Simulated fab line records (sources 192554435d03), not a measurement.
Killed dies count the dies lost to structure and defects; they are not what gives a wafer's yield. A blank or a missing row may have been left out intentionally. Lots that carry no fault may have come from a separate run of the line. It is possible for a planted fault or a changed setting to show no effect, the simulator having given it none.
Chamber matching | flow n5_finfet | N5_MOL_CONTACT_COAG_ETCH_124 on rie_diel-02: 4 sister chambers
The step etches SiNx in CH3F/O2, stops on SiOC, target depth 6.5 nm. 4 wafers are shown with their chamber, then 7 later ones without.

WAFERS PAIRED WITH THEIR CHAMBERS
wafer  | chamber | drypump_motor_current_A (A)
L077.3 | 3       | 6.4
L080.4 | 2       | 5.2
L081.2 | 1       | 5.5
L081.3 | 0       | 6.1

WAFERS WITHOUT THEIR CHAMBER
wafer  | drypump_motor_current_A (A)
L081.5 | 6.4
L082.1 | 5.1
L082.4 | 5.5
L082.6 | 5.1
L090.1 | 5.5
L090.2 | 6.4
L090.6 | 6.4

WHICH CHAMBER EACH WENT THROUGH
wafer  | from the rows above | in truth
L081.5 | 3                   | 3
L082.1 | 2                   | 2
L082.4 | 1                   | 1
L082.6 | 2                   | 2
L090.1 | 1                   | 1
L090.2 | 3                   | 3
L090.6 | 3                   | 3
Correct placement for 7 of the 7. From these rows, 0 cannot be placed. Wrongly placed: 0.
How it was worked out, from the rows above alone: a wafer's distance from a chamber is the root of the sum, over the readings, of the square of ((its reading less the chamber's mean) divided by the reading's scatter). If the next closest chamber is less than 2 further off than the closest, the wafer can't be placed; otherwise it belongs to the closest. The mean given for a chamber averages the wafers shown for that chamber. The scatter (one wafer shown for each chamber): square how far every hidden wafer sits from the nearest shown wafer, average those squares and take the square root.
